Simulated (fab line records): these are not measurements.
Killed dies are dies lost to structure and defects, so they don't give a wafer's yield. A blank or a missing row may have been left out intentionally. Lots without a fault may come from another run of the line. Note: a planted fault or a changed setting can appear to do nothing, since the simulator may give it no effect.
Comparing a struck lot with a sound one ; flow n5_finfet ; 14 out of 1938 route steps
Sound: wafers L299.2, L299.3, L299.5. Wafers L307.3, L307.5, L307.6 were the ones struck. The cause is named last.
For every step that has rows: the tool of each side, followed by ch and its chambers, followed by its first start. Under that, the readings that differ: sound wafers ; struck wafers ; difference of the means ; sigmas: that difference in standard deviations of wafers without a fault.
alike: readings whose means differ by less than 2 such deviations, and words and numbers that are the same on both sides. not compared: withheld readings, readings that some wafer has no value for, bounds like >300 that may hide the same value, and numbers for which the record gives no deviation and whose values overlap.
A row with sigmas, a row that says differs or no value, or rows on one side alone: a step with any of these is where the two part. Numbers that have no deviation but don't overlap get no sigmas and don't part them. Lack of a reading on every wafer of one side parts them only where that side has two or more wafers.

first, 1 step without rows for these wafers: N5_HKMG_FIN_ALD_72 (deposits W, target thk 2 nm, pulse time 1 s, purge time 2 s).
N5_HKMG_FIN_W_FILL_22: material W, target thk 60 nm, time 18.2 s.
  sound on cvd_w-01 ch 0, day 6 17:16; struck on cvd_w-01 ch 0,1, day 8 13:05
  alike: heater_power_w, susceptor_temp_C, throttle_valve_pct
then, 3 steps without rows for these wafers: N5_HKMG_FIN_PRECLEAN_83 (cleans in DIW, time 57.5 s); N5_HKMG_FIN_SRD_84 (dry time 32 s); N5_HKMG_FIN_CMP_23 (polishes, stops on SiNx, t overpolish 10 s, target thk 46.326 nm).
N5_HKMG_FIN_CMP_94: polishes, stops on SiNx, t overpolish 4.7 s, target thk 43.299 nm.
  sound on cmp-02 ch 1,2, day 6 17:52; struck on cmp-01 ch 0,1,2, day 8 13:43
  alike: motor_current_A
N5_HKMG_FIN_INSPECT_28: inspects for defects (darkfield).
  struck on defect_inspect-02, day 8 13:53; sound on defect_inspect-02, day 6 18:05
  alike: raw_defect_count
then, 1 step without rows for these wafers: N5_GATE_CUT_ETCHBACK_00 (etches W in SF6/Cl2).
N5_GATE_CUT_ETCH_56: etches TiN in Cl2/Ar, target depth 21.6 nm.
  sound on rie_metal-01 ch 1, day 6 18:15; struck on rie_metal-01 ch 0,1, day 8 14:05
  alike: bias_w, drypump_motor_current_A, oes_product_au, throttle_valve_pct
  not compared: rf_hours_counter_h
N5_GATE_CUT_ETCHBACK_30: etches TiN in Cl2/Ar, target depth 3 nm.
  sound on rie_metal-01 ch 1, day 6 18:20; struck on rie_metal-01 ch 0,1, day 8 14:09
  alike: drypump_motor_current_A, oes_product_au, throttle_valve_pct
  not compared: rf_hours_counter_h
N5_GATE_CUT_VAPOR_ETCH_60: etches HfO2 in BCl3/Cl2.
  sound on rie_metal-01 ch 1, day 6 18:22; struck on rie_metal-01 ch 0,1, day 8 14:11
  alike: drypump_motor_current_A, oes_product_au
N5_GATE_CUT_ETCH_58: etches SiNx in CH3F/O2, target depth 17 nm, time 128.6 s.
  sound on rie_diel-04 ch 0,1,2, day 6 18:25; struck on rie_diel-03 ch 0,1,3, day 8 14:13
reading;sound;struck;difference;sigmas
bias_w (W);20.98 21.02 20.94;16.47 16.42 16.51;-4.51;-68
rf_vpp_V (V);99.4 99.5 98.6;85.2 87.3 84.6;-13.5;-15
model.etch.depth_nm (nm);17.39 16.79 17.17;16 15.47 15.24;-2;
model.SiNx_of_SDB_ALD_29.thk_nm (nm);24.4 24.6 24.6;24.8 25 24.8;+0.3;
  alike: drypump_motor_current_A, oes_product_au, showerhead_plenum_p_Torr, throttle_valve_pct
  not compared: rf_hours_counter_h
then, 1 step without rows for these wafers: N5_GATE_CUT_STRIP_59 (strips in N2/H2, time 20 s).
-- the record jumps here: 5 days lie between the struck wafers' starts before and after (it left off in module GATE_CUT and takes up again in module BEOL_M4, whose first step shown is number 1111 of the route) --
N5_BEOL_M4_RC_MEAS_101:
  sound on prober-01 ch 0, day 10 17:31; struck on prober-02 ch 0, day 13 13:59
reading;sound;struck;difference;sigmas
DIBL_N (mV/V);31.5 36.9 35.3;41.1 38.0 41.0;+5.5;+2
SS_P (mV/dec);72.0 73.7 73.0;75.3 74.9 74.7;+2.1;+2
  alike: DIBL_P, IOFF_N, IOFF_P, ION_N, ION_P, SS_N, VT_N, VT_P

WHERE THEY PART
First at N5_GATE_CUT_ETCH_58; last, within this record, at N5_BEOL_M4_RC_MEAS_101.

WHY: what the simulator had put in
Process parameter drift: rie_diel-03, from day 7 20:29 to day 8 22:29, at N5_GATE_CUT_ETCH_58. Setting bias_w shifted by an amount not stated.
